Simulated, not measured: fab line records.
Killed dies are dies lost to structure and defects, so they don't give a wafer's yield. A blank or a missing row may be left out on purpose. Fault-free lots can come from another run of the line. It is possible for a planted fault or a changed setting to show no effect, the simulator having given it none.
Matching of chambers	flow n5_finfet	N5_FIN_SAQP_PECVD_47 on pecvd-04 has 3 sister chambers
The step deposits a-Si from SiH4/He, target thk 45 nm, time 36.3 s. 14 wafers are shown with their chamber, then 7 later ones without.

## WAFERS WITH THEIR CHAMBER
wafer	chamber	showerhead_plenum_p_Torr (Torr)	throttle_valve_pct (%)	showerhead_vpp_V (V)
L074.1	1	5.72	17.7	591
L074.3	0	5.59	18.5	609
L074.5	2	5.64	17.5	609
L081.1	0	5.58	18.8	611
L081.2	2	5.64	17.6	613
L081.4	2	5.63	17.6	604
L084.4	2	5.63	17.8	620
L084.5	0	5.59	18.7	611
L084.6	1	5.71	17.5	601
L085.1	0	5.62	18.7	603
L085.2	2	5.62	17.5	606
L085.6	1	5.71	17.7	590
L086.3	1	5.72	17.4	594
L086.5	1	5.70	17.9	593

SIGNATURES (averages over the wafers above)
reading	chamber 0	chamber 1	chamber 2	scatter within a chamber
showerhead_plenum_p_Torr	5.5950	5.7120	5.6320	0.0115
throttle_valve_pct	18.675	17.640	17.600	0.154
showerhead_vpp_V	608.50	593.80	610.40	5.04
Rule: a wafer's distance from a chamber is the root of the sum, over the readings, of the square of ((its reading less the chamber's mean) divided by the reading's scatter). The wafer belongs to the nearest chamber; if the next one is less than 2 further off, it can't be placed. The scatter is the square root of a quotient: the sum, over the shown wafers, of each reading's squared deviation from its chamber's mean, divided by wafers minus chambers.

## WAFERS WHOSE CHAMBER IS MISSING
wafer	showerhead_plenum_p_Torr (Torr)	throttle_valve_pct (%)	showerhead_vpp_V (V)
L086.6	5.62	17.7	611
L092.1	5.71	17.5	589
L092.2	5.63	18.0	610
L092.5	5.63	18.0	613
L097.3	5.62	18.1	602
L097.4	5.71	17.8	598
L097.5	5.70	17.9	592

## THE CHAMBER EACH PASSED THROUGH
wafer	from the rows above	in truth
L086.6	2	2
L092.1	1	1
L092.2	2	2
L092.5	2	2
L097.3	can't be placed: 2 or 0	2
L097.4	1	1
L097.5	1	1
Correct placement for 6 of the 7. Unplaceable from these rows: 1, with the true chamber sitting among the candidates in 1. Wrongly placed: 0.
